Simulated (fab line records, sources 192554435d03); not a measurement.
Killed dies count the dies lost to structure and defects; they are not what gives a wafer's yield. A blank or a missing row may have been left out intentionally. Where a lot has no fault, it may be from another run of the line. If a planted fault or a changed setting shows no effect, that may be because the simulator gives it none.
Chamber matching -- flow n5 finfet -- N5_BEOL_M0_SAQP_ETCH_84 on rie diel-04 has 4 sister chambers
The step etches SOC in N2/H2, target depth 100 nm, overetch 20 nm, time 150 s. 16 wafers are shown with their chamber, then 8 later ones without.

== EACH WAFER AND ITS CHAMBER ==
wafer,chamber,drypump motor current A (A),showerhead plenum p Torr (Torr),throttle valve pct (%)
L074.1,3,5.4,2.53,18.20
L074.4,1,5.0,2.65,17.83
L074.6,0,5.5,2.65,17.64
L077.1,2,5.0,2.60,18.21
L077.2,0,5.5,2.65,17.66
L077.4,3,5.4,2.53,18.21
L079.1,3,5.4,2.53,18.21
L079.4,1,5.0,2.64,17.82
L079.6,0,5.5,2.65,17.65
L082.3,0,5.4,2.64,17.66
L082.4,1,5.0,2.64,17.83
L082.6,0,5.4,2.64,17.65
L087.1,1,5.0,2.64,17.86
L087.2,2,5.0,2.60,17.80
L087.5,3,5.4,2.52,18.25
L095.1,0,5.5,2.63,17.72

SIGNATURES, as means of the wafers listed above
reading,chamber 0,chamber 1,chamber 2,chamber 3,scatter within a chamber
drypump motor current A,5.467,5.000,5.000,5.400,0.0333
showerhead plenum p Torr,2.6433,2.6425,2.6000,2.5275,0.00635
throttle valve pct,17.6633,17.8350,18.0050,18.2175,0.0869
Rule: a wafer's distance from a chamber is the root of the sum, over the readings, of the square of ((its reading less the chamber's mean) divided by the reading's scatter). If the next closest chamber is less than 2 further off than the closest, the wafer can't be placed; otherwise it belongs to the closest. The scatter: take each reading less its chamber's mean, square it, sum over the shown wafers, divide by the number of wafers less the number of chambers, and take the root.

== WAFERS WITH NO CHAMBER GIVEN ==
wafer,drypump motor current A (A),showerhead plenum p Torr (Torr),throttle valve pct (%)
L095.3,5.4,2.52,18.27
L095.6,5.4,2.52,18.29
L097.1,5.3,2.52,18.28
L097.3,5.0,2.59,17.84
L097.6,5.4,2.63,17.73
L096.1,5.4,2.63,17.72
L096.3,5.0,2.63,17.87
L096.4,5.5,2.63,17.70

== THE CHAMBER EACH PASSED THROUGH ==
wafer,from the rows above,in truth
L095.3,3,3
L095.6,3,3
L097.1,3,3
L097.3,2,2
L097.6,0,0
L096.1,0,0
L096.3,1,1
L096.4,0,0
8 of 8 placed correctly. Left unplaced by these rows: 0. Number placed wrongly: 0.
